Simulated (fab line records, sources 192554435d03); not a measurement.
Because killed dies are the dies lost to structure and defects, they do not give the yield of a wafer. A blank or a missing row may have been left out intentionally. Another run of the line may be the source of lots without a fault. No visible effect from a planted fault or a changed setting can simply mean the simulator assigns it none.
Chamber matching	flow n5 finfet	N5_FIN_CUT_CUT_ETCH_15 on rie si-03: 4 sister chambers
The step etches Si in HBr/Cl2/O2, target depth 100 nm, bt time 10 s, time 42.4 s. 7 wafers are shown with their chamber, then 8 later ones without.

## WAFERS PAIRED WITH THEIR CHAMBERS
wafer	chamber	drypump motor current A (A)	throttle valve pct (%)
L077.4	1	5.2	37.22
L078.3	2	5.8	36.82
L080.2	2	5.8	36.79
L080.4	3	5.8	36.85
L081.3	3	5.8	36.86
L081.5	0	6.3	36.94
L082.1	0	6.4	36.93

## WAFERS WITH NO CHAMBER GIVEN
wafer	drypump motor current A (A)	throttle valve pct (%)
L082.4	5.8	36.86
L082.6	6.4	36.94
L090.1	5.8	36.85
L090.2	6.3	36.93
L090.6	6.3	36.94
L096.1	6.3	36.94
L096.2	5.8	36.80
L096.4	5.2	37.21

## EACH ONE'S CHAMBER
wafer	from the rows above	in truth
L082.4	3	3
L082.6	0	0
L090.1	3	3
L090.2	0	0
L090.6	0	0
L096.1	0	0
L096.2	2	2
L096.4	1	1
Correctly placed: 8 of 8. Number that these rows cannot place: 0. Wrongly placed: 0.
How it was worked out, from the rows above alone: a wafer's distance from a chamber is the root of the sum, over the readings, of the square of ((its reading less the chamber's mean) divided by the reading's scatter). The wafer belongs to the nearest chamber; if the next one is less than 2 further off, it can't be placed. A chamber's mean is the mean of its shown wafers. The scatter: take each reading less its chamber's mean, square it, sum over the shown wafers, divide by the number of wafers less the number of chambers, and take the root.
